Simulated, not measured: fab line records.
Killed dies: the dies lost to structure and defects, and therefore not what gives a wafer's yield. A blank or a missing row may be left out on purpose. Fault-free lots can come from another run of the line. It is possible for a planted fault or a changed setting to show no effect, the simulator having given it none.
8D (eight disciplines) problem report, filled in by code / flow nand_harc / the parts of the form that need people (team, actions taken, sign-off) are left out

1. THE PROBLEM
At NHARC_P_M1_CD_MEAS_09, cd_nm averages 105.9 nm over 6 wafers from 2 lots, while fault-free wafers read 130.0 nm, standard deviation 0.65. That is -37 standard deviations from the usual mean.
The step: target cd 130 nm.
The first sign was on wafer L858.2 at day 10 20:34, on cd_sem-02. The record has a number at this step for 42 wafers belonging to 14 lots. Rule for "out", or "out of limits": more than 4 standard deviations from the usual mean. All remaining wafers that have a number are taken as sound.

2. WHAT IT IS; WHAT IT IS NOT
question=which readings at this step | is=cd_nm | is not=-
question=which lots | is=L858, L864 | is not=L844, L845, L846, L847, L848, L849, L852, L854, L856, L859, L861, L863
question=which wafers of those lots | is=all that have a number | is not=-
question=read on which gauges | is=cd_sem-02 | is not=cd_sem-01, cd_sem-03
question=when | is=from day 10 20:34 | is not=up to then (27 sound wafers); but 9 sound wafers of L859, L861, L863 came after

3. THE SUSPECTS, EACH WITH WHAT RULES IT OUT
Counting: a tool at a process step up to the reading stays a suspect if it ran every lot that is out and no sound lot after the first of them.
- ruled out: the gauge at NHARC_P_M1_CD_MEAS_09. All the wafers that are out were read on cd_sem-02, but those of them that NHARC_P_M1_PEB_07 has rows for are out there too, on other tools.
- litho_track-04 at NHARC_P_M1_PEB_07 (peb time 65 s): kept. Every lot that is out went through it, starting with L858 (day 10 20:29), and after that it ran no sound lot; the last sound lot it ran before then is L847 (day 7 10:07). Its own heater_power_total_W, plate_temp_C readings are out on those wafers.
The count leaves litho_track-04 at NHARC_P_M1_PEB_07.

4. THE CAUSE (what the simulator had put in)
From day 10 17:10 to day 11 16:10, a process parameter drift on litho_track-04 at NHARC_P_M1_PEB_07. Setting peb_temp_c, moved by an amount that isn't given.
After counting, this tool was the only one left.

5. THE EFFECT CHAIN, in route order
Each row: a reading whose mean over the struck wafers that have a number lies more than 3 standard deviations from the usual. Only readings for which the record gives a usual standard deviation are gone through. hours: the time from each lot's start at the first step in this table that gives one to its start at this step, as a median over the lots. sigmas: the change in usual standard deviations.
hours=0; step=NHARC_P_M1_PEB_07; reading=heater_power_total_W; usual=156.6 W; on struck wafers=143.3; change=-13.3; sigmas=-32
hours=0; step=NHARC_P_M1_PEB_07; reading=plate_temp_C; usual=99.97 C; on struck wafers=93.80; change=-6.17; sigmas=-51
hours=0; step=NHARC_P_M1_CD_MEAS_09; reading=cd_nm; usual=130.0 nm; on struck wafers=105.9; change=-24.1; sigmas=-37
The process steps in it:
- NHARC_P_M1_PEB_07: peb time 65 s.
Later steps that measure or inspect, where all struck wafers having a row at the step show a number for every such reading and not one has moved that far: NHARC_P_M1_OVL_MEAS_10.

6. HOW IT WOULD HAVE BEEN CAUGHT EARLIER
The first out-of-limits reading at a measuring or inspecting step in this record came at day 10 20:34, 3 hours after the fault's start at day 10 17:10.
The tool's own readings at NHARC_P_M1_PEB_07 were out on every struck wafer that the step has a row for (heater_power_total_W, plate_temp_C): an alarm limit on them would have fired on the first of those.
Of the lots that are out (2), L864 began NHARC_P_M1_PEB_07 on litho_track-04 after day 10 20:34. Putting the tool on hold at that point would have spared it.
